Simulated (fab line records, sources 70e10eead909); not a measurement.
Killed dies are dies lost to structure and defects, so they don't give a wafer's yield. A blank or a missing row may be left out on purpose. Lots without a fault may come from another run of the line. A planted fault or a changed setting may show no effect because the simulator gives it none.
Chamber matching | flow nand_harc | NHARC_P_GATE_STRIP_101 on rie_diel-02: 4 sister chambers
The step strips in O2, time 20 s. 4 wafers are shown with their chamber, then 9 later ones without.

WAFERS WITH THEIR CHAMBER
wafer  | chamber | showerhead_plenum_p_Torr (Torr)
L079.6 | 3       | 3.37
L083.2 | 0       | 3.48
L083.3 | 1       | 3.69
L083.4 | 2       | 3.61

WAFERS WITHOUT THEIR CHAMBER
wafer  | showerhead_plenum_p_Torr (Torr)
L091.2 | 3.36
L091.3 | 3.61
L091.4 | 3.69
L093.2 | 3.69
L093.3 | 3.61
L093.6 | 3.69
L097.2 | 3.60
L097.4 | 3.69
L097.5 | 3.36

WHICH CHAMBER EACH WENT THROUGH
wafer  | from the rows above | in truth
L091.2 | 3                   | 3
L091.3 | 2                   | 2
L091.4 | 1                   | 1
L093.2 | 1                   | 1
L093.3 | 2                   | 2
L093.6 | 1                   | 1
L097.2 | 2                   | 2
L097.4 | 1                   | 1
L097.5 | 3                   | 3
Placed correctly: 9 of 9. Can't be placed from these rows: 0. Placed wrongly: 0.
How it was worked out, from the rows above alone: a wafer's distance from a chamber is the root of the sum, over the readings, of the square of ((its reading less the chamber's mean) divided by the reading's scatter). The wafer belongs to the nearest chamber; if the next one is less than 2 further off, it can't be placed. A chamber's mean is the mean of its shown wafers. The scatter: with one shown wafer a chamber, the root of the mean of the squares of how far each hidden wafer lies from its nearest shown one.
